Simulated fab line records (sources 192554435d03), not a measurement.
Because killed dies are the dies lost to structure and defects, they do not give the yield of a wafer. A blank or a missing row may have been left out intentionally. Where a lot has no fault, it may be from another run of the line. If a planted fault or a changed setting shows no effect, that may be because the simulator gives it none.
fab line records / flow n5Finfet
record lots=5 wafers=15 lastDay=17
route steps=1938 shown BEOL_M11@1541
lots that met no fault: taken from a fault-free run of the same line
startH: hours from the record's first day to the start of the lot's first wafer shown / waitH: hours since the lot's step before / " same as the row above / L1.1+2: a row that stands for several wafers / - no value, or no start was given / * or withheld: withheld / < > ~ a bound
route shown NAME@n: a module of which the file shows steps, and the number in the route of the first / usual: mean and standard deviation over wafers with no fault / same: alike in all rows / chamber/n: place in a boat / sites: readings site by site / _std_site: the values' standard deviation / _edge_site: the outer-site mean with the inner-site mean subtracted / radiusMm: how far each site lies from the wafer's centre / mask NAME#n: copy n / behind: the tool/chamber that last shaped the wafer / hold: why the lot was held/for how many hours/how that ended / device: transistor that didn't switch, given as n, p or np / end of line: tests run on the same wafers once the route is complete / a step with no rows: only its recipe / killed: dies that structure and defects cost at the first sort, which is not the same as the wafer's yield / map: shows each die of a wafer: x if killed, . if not, _ if none is there
set.NAME: setting as actually run; set.NAME@STEP: the setting as run at that earlier step / model.NAME: the simulator's own value behind a step, which no gauge read
a table for each step, a row for each wafer; lots at some steps of the route
services: a tool's chamber out of use, with start hour (startH, from the record's first day; less than 0 if before it), hours out, and reason
## steps
# step N5_BEOL_M11_COAT_59
# recipe resist=SOC tempC=250 timeS=60 spinRpm=1500 resistThkNm=100
# step N5_BEOL_M11_COAT_60
# recipe resist=SiARC tempC=220 timeS=60 spinRpm=1500 resistThkNm=30
# step N5_BEOL_M11_COAT_05
# recipe resist=CAR-ArF spinRpm=1500 resistThkNm=90
# step N5_BEOL_M11_EBR_07
# recipe solvent=PGMEA ebrWidthMm=1.5
# step N5_BEOL_M11_SOFTBAKE_06
# recipe tempC=110 timeS=60 resist=CAR-ArF
# step N5_BEOL_M11_EXPOSE_08
# recipe maskId=M11 na=1.35 sourceShape=dipole sigmaInner=0.411 sigmaOuter=0.611 polarization=te doseMj=53.75
# step N5_BEOL_M11_PEB_09
# recipe pebTempC=withheld pebTimeS=60 resist=CAR-ArF
# step N5_BEOL_M11_DEVELOP_10
# recipe developTimeS=30 developer=TMAH resist=CAR-ArF rinseLiquid=diw dry=airSpin devTempC=23
# step N5_BEOL_M11_CD_MEAS_11
# recipe targetCdNm=64.1 landingEnergyEv=500 detector=seInlens polarity=opening
# usual cdNm=64.1/0.37
lot.wafer=L536.2 tool=cdSem-03 chamber=0 startH=243.06 waitH=- cdNm=63.3
lot.wafer=L536.3 tool=cdSem-03 chamber=0 startH=243.06 waitH=- cdNm=63.5
lot.wafer=L536.5 tool=cdSem-03 chamber=0 startH=243.06 waitH=- cdNm=63.9
lot.wafer=L541.3 tool=cdSem-02 chamber=0 startH=307.26 waitH=- cdNm=63.8
lot.wafer=L541.4 tool=cdSem-02 chamber=0 startH=307.26 waitH=- cdNm=64.3
lot.wafer=L541.5 tool=cdSem-02 chamber=0 startH=307.26 waitH=- cdNm=63.8
lot.wafer=L552.1 tool=cdSem-01 chamber=0 startH=357.53 waitH=- cdNm=64.4
lot.wafer=L552.3 tool=cdSem-01 chamber=0 startH=357.53 waitH=- cdNm=64.0
lot.wafer=L552.6 tool=cdSem-01 chamber=0 startH=357.53 waitH=- cdNm=64.2
lot.wafer=L553.2 tool=cdSem-03 chamber=0 startH=363.64 waitH=- cdNm=64.8
lot.wafer=L553.4 tool=cdSem-03 chamber=0 startH=363.64 waitH=- cdNm=64.3
lot.wafer=L553.5 tool=cdSem-03 chamber=0 startH=363.64 waitH=- cdNm=64.3
lot.wafer=L554.1 tool=cdSem-03 chamber=0 startH=370.11 waitH=- cdNm=64.0
lot.wafer=L554.2 tool=cdSem-03 chamber=0 startH=370.11 waitH=- cdNm=64.1
lot.wafer=L554.5 tool=cdSem-03 chamber=0 startH=370.11 waitH=- cdNm=64.5
# step N5_BEOL_M11_OVL_MEAS_12
# recipe pointsPerWafer=44
# usual M11_OVL=-0.1/0.74
lot.wafer=L536.2 tool=overlay-02 chamber=0 startH=243.09 waitH=0.0 M11_OVL[nm]=-0.5
lot.wafer=L536.3 tool=overlay-02 chamber=0 startH=243.09 waitH=0.0 M11_OVL[nm]=-0.6
lot.wafer=L536.5 tool=overlay-02 chamber=0 startH=243.09 waitH=0.0 M11_OVL[nm]=-0.5
lot.wafer=L541.3 tool=overlay-02 chamber=0 startH=307.29 waitH=0.0 M11_OVL[nm]=0.7
lot.wafer=L541.4 tool=overlay-02 chamber=0 startH=307.29 waitH=0.0 M11_OVL[nm]=-0.5
lot.wafer=L541.5 tool=overlay-02 chamber=0 startH=307.29 waitH=0.0 M11_OVL[nm]=0.0
lot.wafer=L552.1 tool=overlay-02 chamber=0 startH=357.56 waitH=0.0 M11_OVL[nm]=1.8
lot.wafer=L552.3 tool=overlay-02 chamber=0 startH=357.56 waitH=0.0 M11_OVL[nm]=-0.9
lot.wafer=L552.6 tool=overlay-02 chamber=0 startH=357.56 waitH=0.0 M11_OVL[nm]=0.8
lot.wafer=L553.2 tool=overlay-01 chamber=0 startH=363.67 waitH=0.0 M11_OVL[nm]=-0.4
lot.wafer=L553.4 tool=overlay-01 chamber=0 startH=363.67 waitH=0.0 M11_OVL[nm]=0.1
lot.wafer=L553.5 tool=overlay-01 chamber=0 startH=363.67 waitH=0.0 M11_OVL[nm]=-1.3
lot.wafer=L554.1 tool=overlay-01 chamber=0 startH=370.14 waitH=0.0 M11_OVL[nm]=0.2
lot.wafer=L554.2 tool=overlay-01 chamber=0 startH=370.14 waitH=0.0 M11_OVL[nm]=-0.2
lot.wafer=L554.5 tool=overlay-01 chamber=0 startH=370.14 waitH=0.0 M11_OVL[nm]=-0.5
# step N5_BEOL_M11_INSPECT_13
# recipe mode=adi inspectInstrument=brightfield
# usual rawDefectCount=419/90
lot.wafer=L536.2 tool=defectInspect-01 chamber=- startH=243.11 waitH=0.0 rawDefectCount=399
lot.wafer=L536.3 tool=defectInspect-01 chamber=- startH=243.11 waitH=0.0 rawDefectCount=515
lot.wafer=L536.5 tool=defectInspect-01 chamber=- startH=243.11 waitH=0.0 rawDefectCount=449
lot.wafer=L541.3 tool=defectInspect-02 chamber=- startH=307.32 waitH=0.0 rawDefectCount=392
lot.wafer=L541.4 tool=defectInspect-02 chamber=- startH=307.32 waitH=0.0 rawDefectCount=291
lot.wafer=L541.5 tool=defectInspect-02 chamber=- startH=307.32 waitH=0.0 rawDefectCount=259
lot.wafer=L552.1 tool=defectInspect-02 chamber=- startH=357.59 waitH=0.0 rawDefectCount=579
lot.wafer=L552.3 tool=defectInspect-02 chamber=- startH=357.59 waitH=0.0 rawDefectCount=445
lot.wafer=L552.6 tool=defectInspect-02 chamber=- startH=357.59 waitH=0.0 rawDefectCount=449
lot.wafer=L553.2 tool=defectInspect-02 chamber=- startH=363.69 waitH=0.0 rawDefectCount=478
lot.wafer=L553.4 tool=defectInspect-02 chamber=- startH=363.69 waitH=0.0 rawDefectCount=379
lot.wafer=L553.5 tool=defectInspect-02 chamber=- startH=363.69 waitH=0.0 rawDefectCount=403
lot.wafer=L554.1 tool=defectInspect-01 chamber=- startH=370.16 waitH=0.0 rawDefectCount=458
lot.wafer=L554.2 tool=defectInspect-01 chamber=- startH=370.16 waitH=0.0 rawDefectCount=460
lot.wafer=L554.5 tool=defectInspect-01 chamber=- startH=370.16 waitH=0.0 rawDefectCount=425
# step N5_BEOL_M11_DESCUM_16
# recipe chemistry=O2 timeS=7.9 sourcePowerW=50 biasPowerW=20 pressureMtorr=20 rfFrequencyHz=2.712e+07 tempC=40 resist=CAR-ArF o2FlowSccm=225
# usual drypumpMotorCurrentA=5.7/0.49 oesProductAu=0.82/0.067 rfVppV=243.6/1.3 showerheadPlenumPTorr=2.11/0.062 throttleValvePct=20.34/0.18
lot.wafer=L536.2 tool=rieDiel-01 chamber=0 startH=243.17 waitH=0.1 drypumpMotorCurrentA=5.8 oesProductAu=0.83 rfHoursCounterH=66 rfVppV=246.5 showerheadPlenumPTorr=2.22 throttleValvePct=20.57
lot.wafer=L536.3 tool=rieDiel-01 chamber=1 startH=243.17 waitH=0.1 drypumpMotorCurrentA=5.7 oesProductAu=0.76 rfHoursCounterH=155 rfVppV=243.5 showerheadPlenumPTorr=2.09 throttleValvePct=20.38
lot.wafer=L536.5 tool=rieDiel-01 chamber=1 startH=243.17 waitH=0.1 drypumpMotorCurrentA=5.7 oesProductAu=0.76 rfHoursCounterH=- rfVppV=245.4 showerheadPlenumPTorr=2.09 throttleValvePct=20.38
lot.wafer=L541.3 tool=rieDiel-03 chamber=3 startH=307.35 waitH=0.0 drypumpMotorCurrentA=5.7 oesProductAu=0.85 rfHoursCounterH=65 rfVppV=243.2 showerheadPlenumPTorr=2.13 throttleValvePct=20.40
lot.wafer=L541.4 tool=rieDiel-03 chamber=1 startH=307.35 waitH=0.0 drypumpMotorCurrentA=6.6 oesProductAu=0.70 rfHoursCounterH=241 rfVppV=245.6 showerheadPlenumPTorr=2.14 throttleValvePct=20.51
lot.wafer=L541.5 tool=rieDiel-03 chamber=3 startH=307.35 waitH=0.0 drypumpMotorCurrentA=5.8 oesProductAu=0.85 rfHoursCounterH=- rfVppV=241.9 showerheadPlenumPTorr=2.13 throttleValvePct=20.37
lot.wafer=L552.1 tool=rieDiel-01 chamber=3 startH=357.62 waitH=0.0 drypumpMotorCurrentA=5.5 oesProductAu=0.81 rfHoursCounterH=91 rfVppV=245.2 showerheadPlenumPTorr=2.12 throttleValvePct=20.42
lot.wafer=L552.3 tool=rieDiel-01 chamber=0 startH=357.62 waitH=0.0 drypumpMotorCurrentA=5.8 oesProductAu=0.79 rfHoursCounterH=98 rfVppV=244.8 showerheadPlenumPTorr=2.20 throttleValvePct=20.62
lot.wafer=L552.6 tool=rieDiel-01 chamber=3 startH=357.62 waitH=0.0 drypumpMotorCurrentA=5.5 oesProductAu=0.81 rfHoursCounterH=- rfVppV=244.2 showerheadPlenumPTorr=2.12 throttleValvePct=20.44
lot.wafer=L553.2 tool=rieDiel-01 chamber=1 startH=363.76 waitH=0.1 drypumpMotorCurrentA=5.7 oesProductAu=0.72 rfHoursCounterH=195 rfVppV=243.4 showerheadPlenumPTorr=2.08 throttleValvePct=20.45
lot.wafer=L553.4 tool=rieDiel-01 chamber=0 startH=363.76 waitH=0.1 drypumpMotorCurrentA=5.8 oesProductAu=0.78 rfHoursCounterH=100 rfVppV=246.3 showerheadPlenumPTorr=2.20 throttleValvePct=20.63
lot.wafer=L553.5 tool=rieDiel-01 chamber=2 startH=363.76 waitH=0.1 drypumpMotorCurrentA=4.9 oesProductAu=0.77 rfHoursCounterH=- rfVppV=241.5 showerheadPlenumPTorr=2.01 throttleValvePct=20.24
lot.wafer=L554.1 tool=rieDiel-03 chamber=1 startH=370.20 waitH=0.0 drypumpMotorCurrentA=6.6 oesProductAu=0.98 rfHoursCounterH=3 rfVppV=243.6 showerheadPlenumPTorr=2.14 throttleValvePct=20.13
lot.wafer=L554.2 tool=rieDiel-03 chamber=2 startH=370.20 waitH=0.0 drypumpMotorCurrentA=6.4 oesProductAu=0.81 rfHoursCounterH=94 rfVppV=245.6 showerheadPlenumPTorr=2.20 throttleValvePct=20.29
lot.wafer=L554.5 tool=rieDiel-03 chamber=1 startH=370.20 waitH=0.0 drypumpMotorCurrentA=6.6 oesProductAu=0.97 rfHoursCounterH=- rfVppV=245.4 showerheadPlenumPTorr=2.14 throttleValvePct=20.13
# step N5_BEOL_M11_ETCH_61
# recipe chemistry=CF4 target=SiARC targetDepthA=390 maskMaterial=CAR-ArF timeS=65 ionEnergyEv=80 pressureMtorr=40 sourceW=545 biasW=36 Ar_flow_sccm=100 cf4FlowSccm=100 ends=cleared
# usual drypumpMotorCurrentA=5.7/0.49 etchRfOnTimeS=64.7/1 oesProductAu=0.70/0.055 rfVppV=184.2/1.2 showerheadPlenumPTorr=2.16/0.061 throttleValvePct=15.51/0.19
lot.wafer=L536.2 tool=rieDiel-01 chamber=0 startH=243.20 waitH=0.0 drypumpMotorCurrentA=5.8 etchRfOnTimeS=64.1 oesProductAu=0.71 rfHoursCounterH=66 rfVppV=185.2 showerheadPlenumPTorr=2.26 throttleValvePct=15.69
lot.wafer=L536.3 tool=rieDiel-01 chamber=1 startH=243.20 waitH=0.0 drypumpMotorCurrentA=5.7 etchRfOnTimeS=64.0 oesProductAu=0.66 rfHoursCounterH=155 rfVppV=182.1 showerheadPlenumPTorr=2.15 throttleValvePct=15.59
lot.wafer=L536.5 tool=rieDiel-01 chamber=1 startH=243.20 waitH=0.0 drypumpMotorCurrentA=5.7 etchRfOnTimeS=63.4 oesProductAu=0.66 rfHoursCounterH=- rfVppV=184.1 showerheadPlenumPTorr=2.15 throttleValvePct=15.58
lot.wafer=L541.3 tool=rieDiel-03 chamber=3 startH=307.38 waitH=0.0 drypumpMotorCurrentA=5.7 etchRfOnTimeS=62.9 oesProductAu=0.74 rfHoursCounterH=65 rfVppV=183.5 showerheadPlenumPTorr=2.17 throttleValvePct=15.50
lot.wafer=L541.4 tool=rieDiel-03 chamber=1 startH=307.38 waitH=0.0 drypumpMotorCurrentA=6.6 etchRfOnTimeS=44.8 oesProductAu=0.75 rfHoursCounterH=241 rfVppV=184.6 showerheadPlenumPTorr=2.19 throttleValvePct=15.78
lot.wafer=L541.5 tool=rieDiel-03 chamber=3 startH=307.38 waitH=0.0 drypumpMotorCurrentA=5.7 etchRfOnTimeS=62.7 oesProductAu=0.74 rfHoursCounterH=- rfVppV=184.2 showerheadPlenumPTorr=2.17 throttleValvePct=15.50
lot.wafer=L552.1 tool=rieDiel-01 chamber=3 startH=357.65 waitH=0.0 drypumpMotorCurrentA=5.5 etchRfOnTimeS=65.7 oesProductAu=0.69 rfHoursCounterH=91 rfVppV=185.0 showerheadPlenumPTorr=2.17 throttleValvePct=15.61
lot.wafer=L552.3 tool=rieDiel-01 chamber=0 startH=357.65 waitH=0.0 drypumpMotorCurrentA=5.8 etchRfOnTimeS=64.3 oesProductAu=0.68 rfHoursCounterH=98 rfVppV=185.7 showerheadPlenumPTorr=2.25 throttleValvePct=15.75
lot.wafer=L552.6 tool=rieDiel-01 chamber=3 startH=357.65 waitH=0.0 drypumpMotorCurrentA=5.5 etchRfOnTimeS=65.6 oesProductAu=0.69 rfHoursCounterH=- rfVppV=183.8 showerheadPlenumPTorr=2.17 throttleValvePct=15.60
lot.wafer=L553.2 tool=rieDiel-01 chamber=1 startH=363.79 waitH=0.0 drypumpMotorCurrentA=5.7 etchRfOnTimeS=65.1 oesProductAu=0.62 rfHoursCounterH=196 rfVppV=183.6 showerheadPlenumPTorr=2.13 throttleValvePct=15.66
lot.wafer=L553.4 tool=rieDiel-01 chamber=0 startH=363.79 waitH=0.0 drypumpMotorCurrentA=5.8 etchRfOnTimeS=64.5 oesProductAu=0.68 rfHoursCounterH=100 rfVppV=185.0 showerheadPlenumPTorr=2.25 throttleValvePct=15.76
lot.wafer=L553.5 tool=rieDiel-01 chamber=2 startH=363.79 waitH=0.0 drypumpMotorCurrentA=4.9 etchRfOnTimeS=63.5 oesProductAu=0.67 rfHoursCounterH=- rfVppV=184.6 showerheadPlenumPTorr=2.06 throttleValvePct=15.43
lot.wafer=L554.1 tool=rieDiel-03 chamber=1 startH=370.23 waitH=0.0 drypumpMotorCurrentA=6.6 etchRfOnTimeS=65.3 oesProductAu=0.82 rfHoursCounterH=3 rfVppV=184.4 showerheadPlenumPTorr=2.19 throttleValvePct=15.32
lot.wafer=L554.2 tool=rieDiel-03 chamber=2 startH=370.23 waitH=0.0 drypumpMotorCurrentA=6.4 etchRfOnTimeS=65.1 oesProductAu=0.68 rfHoursCounterH=94 rfVppV=184.7 showerheadPlenumPTorr=2.25 throttleValvePct=15.51
lot.wafer=L554.5 tool=rieDiel-03 chamber=1 startH=370.23 waitH=0.0 drypumpMotorCurrentA=6.6 etchRfOnTimeS=64.9 oesProductAu=0.82 rfHoursCounterH=- rfVppV=186.1 showerheadPlenumPTorr=2.19 throttleValvePct=15.29
# step N5_BEOL_M11_ETCH_62
# recipe chemistry=N2/H2 target=SOC targetDepthA=1100 overetchA=220 maskMaterial=SiARC tempC=40 timeS=165 ionEnergyEv=200 pressureMtorr=30 sourceW=840 biasW=150 n2FlowSccm=200 h2FlowSccm=200
# usual drypumpMotorCurrentA=5.7/0.49 oesProductAu=0.69/0.054 rfVppV=524.6/2.3 showerheadPlenumPTorr=2.57/0.077 throttleValvePct=17.70/0.17
lot.wafer=L536.2 tool=rieDiel-01 chamber=0 startH=243.25 waitH=0.0 drypumpMotorCurrentA=5.8 oesProductAu=0.69 rfHoursCounterH=66 rfVppV=529.1 showerheadPlenumPTorr=2.68 throttleValvePct=17.83
lot.wafer=L536.3 tool=rieDiel-01 chamber=1 startH=243.25 waitH=0.0 drypumpMotorCurrentA=5.7 oesProductAu=0.65 rfHoursCounterH=155 rfVppV=522.8 showerheadPlenumPTorr=2.55 throttleValvePct=17.76
lot.wafer=L536.5 tool=rieDiel-01 chamber=1 startH=243.25 waitH=0.0 drypumpMotorCurrentA=5.7 oesProductAu=0.65 rfHoursCounterH=- rfVppV=525.7 showerheadPlenumPTorr=2.55 throttleValvePct=17.78
lot.wafer=L541.3 tool=rieDiel-03 chamber=3 startH=307.43 waitH=0.0 drypumpMotorCurrentA=5.8 oesProductAu=0.72 rfHoursCounterH=65 rfVppV=525.8 showerheadPlenumPTorr=2.58 throttleValvePct=17.74
lot.wafer=L541.4 tool=rieDiel-03 chamber=1 startH=307.43 waitH=0.0 drypumpMotorCurrentA=6.6 oesProductAu=0.60 rfHoursCounterH=241 rfVppV=525.9 showerheadPlenumPTorr=2.61 throttleValvePct=17.92
lot.wafer=L541.5 tool=rieDiel-03 chamber=3 startH=307.43 waitH=0.0 drypumpMotorCurrentA=5.8 oesProductAu=0.72 rfHoursCounterH=- rfVppV=522.2 showerheadPlenumPTorr=2.58 throttleValvePct=17.73
lot.wafer=L552.1 tool=rieDiel-01 chamber=3 startH=357.70 waitH=0.0 drypumpMotorCurrentA=5.5 oesProductAu=0.69 rfHoursCounterH=91 rfVppV=525.6 showerheadPlenumPTorr=2.56 throttleValvePct=17.74
lot.wafer=L552.3 tool=rieDiel-01 chamber=0 startH=357.70 waitH=0.0 drypumpMotorCurrentA=5.8 oesProductAu=0.66 rfHoursCounterH=98 rfVppV=528.7 showerheadPlenumPTorr=2.66 throttleValvePct=17.89
lot.wafer=L552.6 tool=rieDiel-01 chamber=3 startH=357.70 waitH=0.0 drypumpMotorCurrentA=5.5 oesProductAu=0.69 rfHoursCounterH=- rfVppV=524.8 showerheadPlenumPTorr=2.56 throttleValvePct=17.73
lot.wafer=L553.2 tool=rieDiel-01 chamber=1 startH=363.84 waitH=0.0 drypumpMotorCurrentA=5.7 oesProductAu=0.62 rfHoursCounterH=196 rfVppV=523.6 showerheadPlenumPTorr=2.53 throttleValvePct=17.85
lot.wafer=L553.4 tool=rieDiel-01 chamber=0 startH=363.84 waitH=0.0 drypumpMotorCurrentA=5.8 oesProductAu=0.67 rfHoursCounterH=100 rfVppV=528.2 showerheadPlenumPTorr=2.66 throttleValvePct=17.90
lot.wafer=L553.5 tool=rieDiel-01 chamber=2 startH=363.84 waitH=0.0 drypumpMotorCurrentA=4.9 oesProductAu=0.66 rfHoursCounterH=- rfVppV=522.2 showerheadPlenumPTorr=2.44 throttleValvePct=17.54
lot.wafer=L554.1 tool=rieDiel-03 chamber=1 startH=370.28 waitH=0.0 drypumpMotorCurrentA=6.6 oesProductAu=0.81 rfHoursCounterH=3 rfVppV=525.3 showerheadPlenumPTorr=2.60 throttleValvePct=17.50
lot.wafer=L554.2 tool=rieDiel-03 chamber=2 startH=370.28 waitH=0.0 drypumpMotorCurrentA=6.4 oesProductAu=0.69 rfHoursCounterH=94 rfVppV=528.0 showerheadPlenumPTorr=2.69 throttleValvePct=17.78
lot.wafer=L554.5 tool=rieDiel-03 chamber=1 startH=370.28 waitH=0.0 drypumpMotorCurrentA=6.6 oesProductAu=0.81 rfHoursCounterH=- rfVppV=526.1 showerheadPlenumPTorr=2.60 throttleValvePct=17.51
## services
tool=rieDiel-03 chamber=2 startH=224.91 hours=9.3 kind=repair
tool=rieDiel-03 chamber=0 startH=240.51 hours=12.8 kind=repair
tool=rieDiel-01 chamber=0 startH=301.30 hours=18.0 kind=repair
tool=rieDiel-01 chamber=2 startH=304.72 hours=3.9 kind=repair
tool=rieDiel-03 chamber=1 startH=340.21 hours=- kind=clean
tool=rieDiel-03 chamber=1 startH=340.21 hours=- kind=consumableReplace:focusRing
tool=rieDiel-03 chamber=1 startH=340.21 hours=20.5 kind=scheduledDown
tool=rieDiel-03 chamber=1 startH=340.21 hours=20.5 kind=ventCycle
tool=rieDiel-03 chamber=- startH=349.76 hours=2.8 kind=pm
tool=rieDiel-03 chamber=2 startH=355.42 hours=7.3 kind=repair
## key
firstSign step=N5_BEOL_M11_ETCH_61 reading=etchRfOnTimeS direction=down sigmas=19 usual=* struck=*
effect none on later readings
metAt N5_BEOL_M11_ETCH_61
struckWafers L541.4
fault kind=processParameterDrift tool=rieDiel-03 chamber=1 onsetH=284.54 steps=N5_BEOL_M11_ETCH_61 channel=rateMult offset=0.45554 shape=step endH=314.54
